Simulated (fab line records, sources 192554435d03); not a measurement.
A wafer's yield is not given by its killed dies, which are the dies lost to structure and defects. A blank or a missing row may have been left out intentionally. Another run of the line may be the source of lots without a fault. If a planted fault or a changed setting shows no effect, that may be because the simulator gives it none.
Matching of chambers -- flow n5Finfet -- aldSin-03 running N5_ILD0_LINER_00: 3 sister chambers
The step material SiNx, target thk 4 nm, pulse time 1 s, purge time 2 s. 14 wafers are shown with their chamber, then 7 later ones without.

## WAFERS PAIRED WITH THEIR CHAMBERS
wafer,chamber,heaterPowerW (W),precursorPulseHeightRel
L075.2,3,886,0.995
L075.4,1,696,1.035
L075.6,1,665,1.012
L076.2,3,891,0.987
L076.4,1,687,0.999
L076.6,1,674,1.040
L078.1,2,779,1.031
L078.4,1,694,1.032
L078.6,2,753,0.998
L080.1,1,682,1.017
L080.5,2,773,1.006
L080.6,1,695,0.982
L088.3,1,670,1.040
L088.5,2,777,1.048

SIGNATURES, as means of the wafers listed above
reading,chamber 1,chamber 2,chamber 3,scatter within a chamber
heaterPowerW,682.88,770.50,888.50,11.5
precursorPulseHeightRel,1.01963,1.02075,0.99100,0.0208
Rule: for each reading, subtract the chamber's mean from the wafer's reading, divide by that reading's scatter and square the result; add these up over the readings and take the root, which gives the wafer's distance from the chamber. The wafer belongs to the nearest chamber; if the next one is less than 2 further off, it can't be placed. The scatter is the square root of a quotient: the sum, over the shown wafers, of each reading's squared deviation from its chamber's mean, divided by wafers minus chambers.

## WAFERS MISSING THEIR CHAMBER
wafer,heaterPowerW (W),precursorPulseHeightRel
L088.6,685,0.986
L090.2,772,0.976
L090.4,873,0.977
L090.6,871,1.029
L094.2,756,0.992
L094.3,684,1.044
L094.5,755,0.980

## EACH ONE'S CHAMBER
wafer,from the rows above,in truth
L088.6,1,1
L090.2,2,2
L090.4,3,3
L090.6,3,3
L094.2,2,2
L094.3,1,1
L094.5,2,2
Placed correctly: 7 of 7. Not placeable from these rows: 0. Number placed wrongly: 0.
